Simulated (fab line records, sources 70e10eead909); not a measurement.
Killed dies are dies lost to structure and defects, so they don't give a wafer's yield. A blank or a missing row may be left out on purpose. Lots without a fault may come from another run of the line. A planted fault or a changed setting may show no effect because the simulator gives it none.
fab line records | flow nand_harc
record lots=6 wafers=18 last_day=23
route steps=1159 shown P_CONTACT@235 END@1159
lots that met no fault: from a run of the same line without faults
start_h: hours from the record's first day to the start of the lot's first wafer shown | wait_h: hours since the lot's step before | " the same as in the row above | L1.1+2: a row that stands for several wafers | - no value, or no start given | * or withheld: withheld | < > ~ a bound
route shown NAME@n: a module of which the file shows steps, and the number in the route of the first | usual: mean/standard deviation of fault-free wafers | same: alike in all rows | chamber/n: place in a boat | sites: the reading at each site | _std_site: their standard deviation | _edge_site: outer sites' mean less inner sites' | radius_mm: how far each site lies from the wafer's centre | mask NAME#n: copy n | behind: the tool/chamber that last shaped the wafer | hold: why the lot was held/for how many hours/how that ended | device: the transistor (n, p or np) that didn't switch | end of line: the same wafers' tests at the end of the route | a step without rows: its recipe alone | killed: dies lost to structure and defects at the first sort, not the wafer's yield | map: a wafer's dies, x killed, . not, _ none there
set.NAME: the setting as run; set.NAME@STEP: as run at that earlier step | model.NAME: the simulator's own value behind a step, which no gauge read
lots at some steps of the route; a table a step, a row a wafer
services: from which hour (start_h, from the record's first day; less than 0 if before it) a tool's chamber was out of use, for how many hours, and why
## steps
# step NHARC_P_CONTACT_DESCUM_17
# recipe time_s=3 o2_flow_sccm=200 ar_flow_sccm=0 bias_power_w=0 chemistry=O2
# step NHARC_P_CONTACT_ETCH_35
# recipe target_depth_a=390 over_etch_frac=0.3 time_s=65 ion_energy_ev=80 cf4_flow_sccm=150 ar_flow_sccm=0 rf_w=300 bias_w=100 chemistry=CF4
# usual drypump_motor_current_A=5.9/0.46 oes_product_au=1.007/0.0092 rf_vpp_V=151.5/1.3 showerhead_plenum_p_Torr=1.79/0.073 throttle_valve_pct=13.284/0.0099
# columns lot.wafer tool chamber start_h wait_h drypump_motor_current_A oes_product_au rf_hours_counter_h rf_vpp_V showerhead_plenum_p_Torr throttle_valve_pct
L265.2 rie_diel-06 1 110.73 0.1 5.3 1.014 3 152.4 1.84 13.261
L265.1 " 0 " " 6.4 1.008 3 151.4 1.79 13.298
L265.6 " 2 " " 6.0 1.014 - 150.3 1.76 13.293
L271.1 rie_diel-05 1 145.34 0.1 5.8 1.002 15 152.7 1.79 13.295
L271.4 " 0 " " 5.2 1.020 16 151.6 1.66 13.273
L271.6 " 2 " " 6.3 1.005 - 152.4 1.88 13.302
L272.1 rie_diel-06 3 155.91 0.1 6.3 1.004 6 151.6 1.84 13.295
L272.2 " 1 " " 5.4 1.015 6 152.1 1.84 13.281
L272.3 " 2 " " 6.0 1.011 6 151.7 1.76 13.284
L278.1 rie_diel-06 3 185.14 0.1 6.3 0.999 9 151.6 1.84 13.286
L278.3 " 1 " " 5.3 1.009 10 152.0 1.84 13.266
L278.5 " 0 " " 6.4 1.002 - 151.3 1.79 13.287
L279.3 rie_diel-06 1 199.20 0.1 5.3 1.012 12 151.9 1.84 13.289
L279.4 " 3 " " 6.3 1.009 10 152.6 1.84 13.293
L279.6 " 2 " " 6.0 1.003 - 150.2 1.76 13.284
L282.1 rie_diel-06 2 218.65 0.2 6.0 0.997 14 150.7 1.76 13.267
L282.4 " 0 " " 6.4 1.013 10 150.9 1.79 13.279
L282.5 " 1 " " 5.4 1.014 - 153.0 1.84 13.284
# step NHARC_P_CONTACT_ETCH_36
# recipe target_depth_a=2600 over_etch_frac=0.25 time_s=406.25 ion_energy_ev=200 n2_flow_sccm=150 h2_flow_sccm=150 ar_flow_sccm=0 rf_w=400 bias_w=150 chemistry=N2/H2
# step NHARC_P_CONTACT_ETCH_18
# recipe target_depth_a=4810 time_s=240.5 c4f8_flow_sccm=20 o2_flow_sccm=10 ar_flow_sccm=withheld rf_w=600 bias_w=1500 chemistry=C4F8/O2/Ar
# step NHARC_P_CONTACT_STRIP_37
# recipe c4f8_flow_sccm=withheld o2_flow_sccm=8 ar_flow_sccm=withheld bias_w=0 chemistry=C4F8/O2/Ar
# step NHARC_P_CONTACT_ETCH_31
# recipe target_depth_a=300 time_s=85.7 ion_energy_ev=120 over_etch_frac=1 ch3f_flow_sccm=50 o2_flow_sccm=30 ar_flow_sccm=200 rf_w=500 bias_w=100 chemistry=CH3F/O2
# usual drypump_motor_current_A=6.0/0.46 o2_flow_sccm=30.00/0.083 oes_product_au=0.986/0.02 rf_vpp_V=244.9/1.7 showerhead_plenum_p_Torr=2.50/0.1 throttle_valve_pct=20.664/0.0095
# columns lot.wafer tool chamber start_h wait_h drypump_motor_current_A o2_flow_sccm oes_product_au rf_hours_counter_h rf_vpp_V showerhead_plenum_p_Torr throttle_valve_pct
L265.2 rie_diel-06 0 - - 6.4 29.94 0.978 3 245.8 2.49 20.653
L265.1 " 1 " " 5.4 30.04 0.985 4 245.8 2.56 20.667
L265.6 " 0 " " 6.4 30.02 0.983 - 245.7 2.49 20.633
L271.4 rie_diel-05 3 - - 6.4 29.98 1.000 16 247.0 2.64 20.657
L271.1 " 0 " " 5.2 30.07 0.992 16 242.8 2.30 20.652
L271.6 " 3 " " 6.4 29.90 1.013 - 247.5 2.64 20.648
L272.3 rie_diel-06 3 - - 6.3 29.96 0.980 6 245.8 2.56 20.670
L272.2 " 1 " " 5.4 30.11 0.988 7 245.4 2.56 20.676
L272.1 " 2 " " 6.0 29.97 0.988 7 244.6 2.45 20.657
L278.3 rie_diel-06 2 - - 6.0 30.06 0.994 11 243.0 2.45 20.670
L278.1 " 3 " " 6.3 29.85 0.985 9 245.4 2.56 20.666
L278.5 " 2 " " 6.0 30.22 1.002 - 243.9 2.44 20.683
L279.3 rie_diel-06 3 - - 6.4 29.96 0.952 10 245.9 2.56 20.662
L279.4 " 0 " " 6.4 30.03 0.974 8 243.4 2.49 20.692
L279.6 " 3 " " 6.3 30.15 0.957 - 246.1 2.56 20.657
L282.1 rie_diel-06 0 - - 6.5 30.14 1.013 11 245.5 2.49 20.656
L282.4 " 2 " " 6.0 30.20 0.988 15 245.0 2.44 20.658
L282.5 " 0 " " 6.4 30.03 1.015 - 244.2 2.49 20.655
# step NHARC_P_CONTACT_CD_MEAS_19
# usual cd_nm=89.0/1.9
# columns lot.wafer tool chamber start_h wait_h cd_nm
L265.1 cd_sem-02 - 111.52 - 86.7
L265.2 " - " " 89.4
L265.6 " - " " 88.8
L271.1 cd_sem-01 - 146.14 - 91.1
L271.4 " - " " 89.2
L271.6 " - " " 92.4
L272.1 cd_sem-01 - 156.82 - 88.3
L272.2 " - " " 89.6
L272.3 " - " " 90.8
L278.1 cd_sem-01 - 185.92 - 86.2
L278.3 " - " " 89.2
L278.5 " - " " 87.4
L279.3 cd_sem-02 - 199.99 - 87.1
L279.4 " - " " 87.7
L279.6 " - " " 89.7
L282.1 cd_sem-02 - 219.48 - 91.0
L282.4 " - " " 88.9
L282.5 " - " " 88.3
# step NHARC_P_CONTACT_STRIP_28
# recipe o2_flow_sccm=500 ar_flow_sccm=0 bias_w=0 chemistry=O2
# usual drypump_motor_current_A=5.9/0.46 o2_flow_sccm=499.9/1.5 oes_product_au=1.005/0.0095 rf_vpp_V=57.9/0.88 showerhead_plenum_p_Torr=3.57/0.16 throttle_valve_pct=17.037/0.0096
# columns lot.wafer tool chamber start_h wait_h drypump_motor_current_A o2_flow_sccm oes_product_au rf_hours_counter_h rf_vpp_V showerhead_plenum_p_Torr throttle_valve_pct
L265.1 rie_diel-06 2 111.61 0.1 6.0 496.2 1.006 4 57.5 3.51 17.032
L265.2 " 0 " " 6.4 498.3 1.005 3 57.1 3.57 17.034
L265.6 " 2 " " 6.0 499.9 1.014 - 58.0 3.51 17.042
L271.4 rie_diel-06 1 146.21 0.1 5.4 500.1 1.004 6 57.4 3.67 17.035
L271.1 " 0 " " 6.4 501.9 1.009 6 57.1 3.57 17.016
L271.6 " 1 " " 5.3 501.5 0.998 - 58.9 3.67 17.047
L272.3 rie_diel-05 0 156.91 0.1 5.2 501.3 1.014 18 56.4 3.30 17.023
L272.2 " 1 " " 5.9 501.7 1.004 17 58.0 3.57 17.010
L272.1 " 2 " " 6.4 498.3 0.998 17 57.6 3.75 17.034
L278.1 rie_diel-06 3 186.00 0.1 6.3 499.6 1.003 9 57.9 3.67 17.041
L278.3 " 1 " " 5.3 500.5 1.009 11 56.3 3.66 17.043
L278.5 " 0 " " 6.4 498.1 1.002 - 57.7 3.57 17.025
L279.3 rie_diel-05 1 200.06 0.1 5.9 498.2 1.013 2 58.0 3.57 17.047
L279.4 " 2 " " 6.4 500.2 0.976 2 58.4 3.75 17.035
L279.6 " 1 " " 5.9 502.2 1.004 - 58.4 3.57 17.028
L282.4 rie_diel-06 0 219.55 0.1 6.4 502.1 1.005 11 56.6 3.57 17.056
L282.1 " 3 " " 6.3 498.7 0.990 13 57.8 3.67 17.025
L282.5 " 1 " " 5.4 500.0 1.004 - 58.4 3.66 17.037
# step NHARC_P_CONTACT_STRIP_29
# recipe time_s=1200 temp_c=72.5 chemistry=post_etch_residue_remover
# step NHARC_P_CONTACT_DEGAS_38
# recipe temp_c=300 time_s=60
# usual heater_power_w=480/60
# columns lot.wafer tool chamber start_h wait_h heater_power_w
L265.1 pvd_sputter-01 - 112.24 - 470
L265.2 " - " " 483
L265.6 " - " " 503
L271.4 pvd_sputter-01 - 146.85 - 467
L271.1 " - " " 477
L271.6 " - " " 473
L272.2 pvd_sputter-03 - 157.55 - 513
L272.3 " - " " 448
L272.1 " - " " 475
L278.3 pvd_sputter-02 - 186.63 - 642
L278.1 " - " " 430
L278.5 " - " " 638
L279.4 pvd_sputter-03 - 200.71 - 420
L279.3 " - " " 533
L279.6 " - " " 424
L282.4 pvd_sputter-01 - 220.20 - 508
L282.1 " - " " 462
L282.5 " - " " 436
# step NHARC_P_CONTACT_PRE_CLEAN_39
# recipe time_s=19.5 bias_v=250 gas=Ar
# step NHARC_P_CONTACT_PVD_32
# recipe target_thk_a=50 chamber_pressure_pa=5 power_w=5000 substrate_temp_c=200 time_s=17.7 material=Ti
# step NHARC_P_CONTACT_ALD_22
# recipe target_thk_a=30 pulse_time_s=1 ald_cycles=150 temp_c=450 material=TiN
# usual ald_cycles=150/0 heater_power_w=1085/110 precursor_pulse_height_rel=1.001/0.018
# same pulse_time_s=1
# columns lot.wafer tool chamber start_h wait_h ald_cycles heater_power_w precursor_pulse_height_rel
L265.2 ald_metal-01 1 112.49 - 150 1177 1.035
L265.1 " 2 " " 150 1162 1.015
L265.6 " 1 " " 150 1165 0.985
L271.4 ald_metal-04 0 147.10 - 72 938 1.031
L271.1 " 3 " " 150 1093 0.993
L271.6 " 0 " " 72 901 0.991
L272.2 ald_metal-04 0 157.79 - 150 901 0.985
L272.1 " 1 " " 150 1010 1.008
L272.3 " 3 " " 72 1071 0.970
L278.1 ald_metal-03 2 186.87 - 150 1089 1.022
L278.3 " 0 " " 150 924 0.990
L278.5 " 3 " " 150 1140 0.994
L279.3 ald_metal-01 0 200.95 - 150 950 1.008
L279.4 " 2 " " 150 1142 1.023
L279.6 " 0 " " 150 957 0.997
L282.1 ald_metal-04 0 220.49 - 150 924 1.028
L282.4 " 1 " " 150 1005 1.000
L282.5 " 3 " " 150 1090 1.011
# step NHARC_P_CONTACT_CVD_23
# recipe target_thk_a=2000 temp_c=300 pressure_torr=40 wf6_flow_sccm=40 h2_flow_sccm=1600 ar_flow_sccm=1560 time_s=557 material=W
# usual heater_power_w=510/28 throttle_valve_pct=7.80/0.19
# columns lot.wafer tool chamber start_h wait_h heater_power_w throttle_valve_pct
L265.2 cvd_w-02 1 - - 535 7.99
L265.1 " 0 " " 496 7.51
L265.6 " 0 " " 497 8.09
L271.1 cvd_w-02 1 - - 536 8.09
L271.4 " 1 " " 507 7.79
L271.6 " 0 " " 490 7.93
L272.1 cvd_w-02 0 - - 485 8.01
L272.2 " 1 " " 524 7.66
L272.3 " 1 " " 524 7.87
L278.1 cvd_w-01 0 - - 479 7.60
L278.3 " 1 " " 539 7.77
L278.5 " 0 " " 463 7.80
L279.3 cvd_w-01 1 - - 538 7.83
L279.4 " 0 " " 478 7.77
L279.6 " 1 " " 542 7.75
L282.1 cvd_w-01 1 - - 524 8.00
L282.4 " 0 " " 471 7.74
L282.5 " 0 " " 479 7.29
# step NHARC_END_SORT_01
# recipe temp_c=25
# usual killed_at_array=27/11 killed_at_other=0.6/1 killed_at_periphery=3.0/2.1 killed_dies=31/12 killed_open=3.2/1.7 killed_short=1.7/1.4
# same gross_dies=677
# columns lot.wafer tool chamber start_h wait_h killed_at_array killed_at_other killed_at_periphery killed_dies killed_open killed_short
L265.1 prober-01 0 460.69 2.5 21 0 2 23 5 2
L265.2 prober-01 0 461.48 2.8 31 0 2 33 6 2
L265.6 prober-01 0 464.61 3.9 19 0 1 20 3 2
L271.4 prober-01 0 484.66 3.4 20 0 657 677 6 1
L271.6 prober-01 0 486.26 4.0 22 0 655 677 2 3
L272.2 prober-01 0 490.86 2.8 26 0 3 29 3 2
L272.3 prober-01 0 491.68 3.1 17 0 660 677 4 0
# killed by level:class
L265.1 A_CHANNEL_HOLE_D1:chamber_film_flake=9 A_ONON_D1:geometric_particle:open=2 A_M0:geometric_particle:open=2 P_STI:chamber_film_flake=2 A_CHANNEL_FILL_D1:chamber_film_flake=2 A_SLIT:chamber_film_flake=2 A_SOURCE_PLATE:geometric_particle:open=1 A_CHANNEL_FILL_D1:geometric_particle:short=1
L265.2 A_CHANNEL_HOLE_D1:chamber_film_flake=12 A_M0:geometric_particle:open=4 A_STAIRCASE:chamber_film_flake=4 A_CONTACT:chamber_film_flake=4 A_SLIT:chamber_film_flake=3 P_M0:geometric_particle:short=1 A_CHANNEL_FILL_D1:geometric_particle:open=1 A_SLIT:geometric_particle:open=1
L265.6 A_CHANNEL_HOLE_D1:chamber_film_flake=9 A_CHANNEL_FILL_D1:geometric_particle:short=2 A_CHANNEL_FILL_D1:chamber_film_flake=2 A_CHANNEL_HOLE_D1:geometric_particle:open=1 A_CONTACT:geometric_particle:open=1 A_BLC:geometric_particle:open=1 P_BONDPAD:chamber_film_flake=1 A_SLIT:unspecified=1
L271.4 P_CONTACT:area_ald=654 A_SGD_CUT:chamber_film_flake=7 A_CHANNEL_HOLE_D1:chamber_film_flake=4 A_CONTACT:geometric_particle:open=2 A_SLIT:chamber_film_flake=2 P_CONTACT:geometric_particle:open=1 P_M0:geometric_particle:short=1 P_M2:geometric_particle:open=1
L271.6 P_CONTACT:area_ald=655 A_CHANNEL_HOLE_D1:chamber_film_flake=9 A_CHANNEL_FILL_D1:geometric_particle:short=3 A_BLC:geometric_particle:open=2 A_STAIRCASE:chamber_film_flake=2 A_SGD_CUT:chamber_film_flake=2 A_CONTACT:chamber_film_flake=2 A_ZERO_WELL:chamber_film_flake=1
L272.2 A_CHANNEL_HOLE_D1:chamber_film_flake=11 A_WL_FILL:chamber_film_flake=7 A_STAIRCASE:chamber_film_flake=2 P_GATE:geometric_particle:short=1 P_CONTACT:geometric_particle:open=1 A_SGD_CUT:geometric_particle:short=1 A_WL_FILL:geometric_particle:open=1 A_CONTACT:geometric_particle:open=1
L272.3 P_CONTACT:area_ald=657 A_CHANNEL_HOLE_D1:chamber_film_flake=11 A_CONTACT:geometric_particle:open=2 P_CONTACT:geometric_particle:open=1 A_CHANNEL_FILL_D1:geometric_particle:open=1 P_STI:chamber_film_flake=1 P_GATE:chamber_film_flake=1 A_CHANNEL_FILL_D1:chamber_film_flake=1
# map L271.4 (x killed, . not)
____________x____________
_________xxxxxxx_________
_______xxxxxxxxxxx_______
______xxxxxxxxxxxxx______
_____xxxxxxxxxxxxxxx_____
____xxxxxxxxxxxxxxxxx____
____xxxxxxxxxxxxxxxxx____
___xxxxxxxxxxxxxxxxxxx___
___xxxxxxxxxxxxxxxxxxx___
__xxxxxxxxxxxxxxxxxxxxx__
__xxxxxxxxxxxxxxxxxxxxx__
_xxxxxxxxxxxxxxxxxxxxxxx_
_xxxxxxxxxxxxxxxxxxxxxxx_
_xxxxxxxxxxxxxxxxxxxxxxx_
_xxxxxxxxxxxxxxxxxxxxxxx_
_xxxxxxxxxxxxxxxxxxxxxxx_
xxxxxxxxxxxxxxxxxxxxxxxxx
xxxxxxxxxxxxxxxxxxxxxxxxx
xxxxxxxxxxxxxxxxxxxxxxxxx
xxxxxxxxxxxxxxxxxxxxxxxxx
xxxxxxxxxxxxxxxxxxxxxxxxx
_xxxxxxxxxxxxxxxxxxxxxxx_
_xxxxxxxxxxxxxxxxxxxxxxx_
_xxxxxxxxxxxxxxxxxxxxxxx_
_xxxxxxxxxxxxxxxxxxxxxxx_
_xxxxxxxxxxxxxxxxxxxxxxx_
__xxxxxxxxxxxxxxxxxxxxx__
__xxxxxxxxxxxxxxxxxxxxx__
___xxxxxxxxxxxxxxxxxxx___
___xxxxxxxxxxxxxxxxxxx___
____xxxxxxxxxxxxxxxxx____
____xxxxxxxxxxxxxxxxx____
_____xxxxxxxxxxxxxxx_____
______xxxxxxxxxxxxx______
_______xxxxxxxxxxx_______
_________xxxxxxx_________
____________x____________
# map L272.3 (x killed, . not)
____________x____________
_________xxxxxxx_________
_______xxxxxxxxxxx_______
______xxxxxxxxxxxxx______
_____xxxxxxxxxxxxxxx_____
____xxxxxxxxxxxxxxxxx____
____xxxxxxxxxxxxxxxxx____
___xxxxxxxxxxxxxxxxxxx___
___xxxxxxxxxxxxxxxxxxx___
__xxxxxxxxxxxxxxxxxxxxx__
__xxxxxxxxxxxxxxxxxxxxx__
_xxxxxxxxxxxxxxxxxxxxxxx_
_xxxxxxxxxxxxxxxxxxxxxxx_
_xxxxxxxxxxxxxxxxxxxxxxx_
_xxxxxxxxxxxxxxxxxxxxxxx_
_xxxxxxxxxxxxxxxxxxxxxxx_
xxxxxxxxxxxxxxxxxxxxxxxxx
xxxxxxxxxxxxxxxxxxxxxxxxx
xxxxxxxxxxxxxxxxxxxxxxxxx
xxxxxxxxxxxxxxxxxxxxxxxxx
xxxxxxxxxxxxxxxxxxxxxxxxx
_xxxxxxxxxxxxxxxxxxxxxxx_
_xxxxxxxxxxxxxxxxxxxxxxx_
_xxxxxxxxxxxxxxxxxxxxxxx_
_xxxxxxxxxxxxxxxxxxxxxxx_
_xxxxxxxxxxxxxxxxxxxxxxx_
__xxxxxxxxxxxxxxxxxxxxx__
__xxxxxxxxxxxxxxxxxxxxx__
___xxxxxxxxxxxxxxxxxxx___
___xxxxxxxxxxxxxxxxxxx___
____xxxxxxxxxxxxxxxxx____
____xxxxxxxxxxxxxxxxx____
_____xxxxxxxxxxxxxxx_____
______xxxxxxxxxxxxx______
_______xxxxxxxxxxx_______
_________xxxxxxx_________
____________x____________
## services
# columns tool chamber start_h hours kind
rie_diel-06 0 97.70 - clean
rie_diel-06 1 97.70 - clean
rie_diel-06 2 97.70 - clean
rie_diel-06 3 97.70 - clean
pvd_sputter-03 - 102.09 10.0 pm
ald_metal-01 - 102.15 10.0 pm
rie_diel-06 - 106.28 0.8 repair
cvd_w-01 - 111.28 13.0 pm
rie_diel-06 0 122.26 - clean
rie_diel-06 1 122.26 - clean
rie_diel-06 2 122.26 - clean
pvd_sputter-02 - 134.85 0.8 repair
ald_metal-03 - 142.15 0.2 repair
ald_metal-03 - 144.00 10.0 pm
ald_metal-01 2 145.47 2.6 repair
rie_diel-06 0 147.49 22.1 repair
pvd_sputter-01 - 158.03 10.0 pm
rie_diel-06 3 160.11 5.6 repair
rie_diel-05 - 163.67 9.0 pm
pvd_sputter-03 - 173.10 4.6 repair
cvd_w-02 - 197.42 13.0 pm
ald_metal-04 3 213.71 1.5 repair
pvd_sputter-02 - 214.00 10.0 pm
pvd_sputter-01 - 222.21 9.6 repair
## key
first_sign step=NHARC_P_CONTACT_ALD_22 reading=ald_cycles direction=down sigmas=99+ usual=150 struck=72
effect step=NHARC_END_SORT_01 reading=killed_at_periphery direction=up sigmas=99+ usual=3.0 struck=657.3
more_kills_born_at NHARC_P_CONTACT_ALD_22@ald_metal-04=1966
met_at NHARC_P_CONTACT_ALD_22
struck_wafers L271.4,L271.6,L272.3
later_rows_left_out L271.4,L271.6,L272.3
tester_left_out L271,L272
fault kind=process_parameter_drift tool=ald_metal-04 chamber=- onset_h=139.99 steps=NHARC_P_CONTACT_ALD_22 channel=ald_cycles offset=-78 shape=step end_h=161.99 scope=struck_wafers_only acts_in=these_recipes_only stated=150
# tester_left_out: of these lots the tester's yield and bins aren't shown, on N5 and GAA mostly nor the transistor test; their killed dies are dies lost to structure and defects alone, not to doping, threshold or leakage, so they don't give the yield
# later_rows_left_out: the simulator's readings of these wafers behind a module that went badly wrong aren't trusted and aren't shown, but for the sort
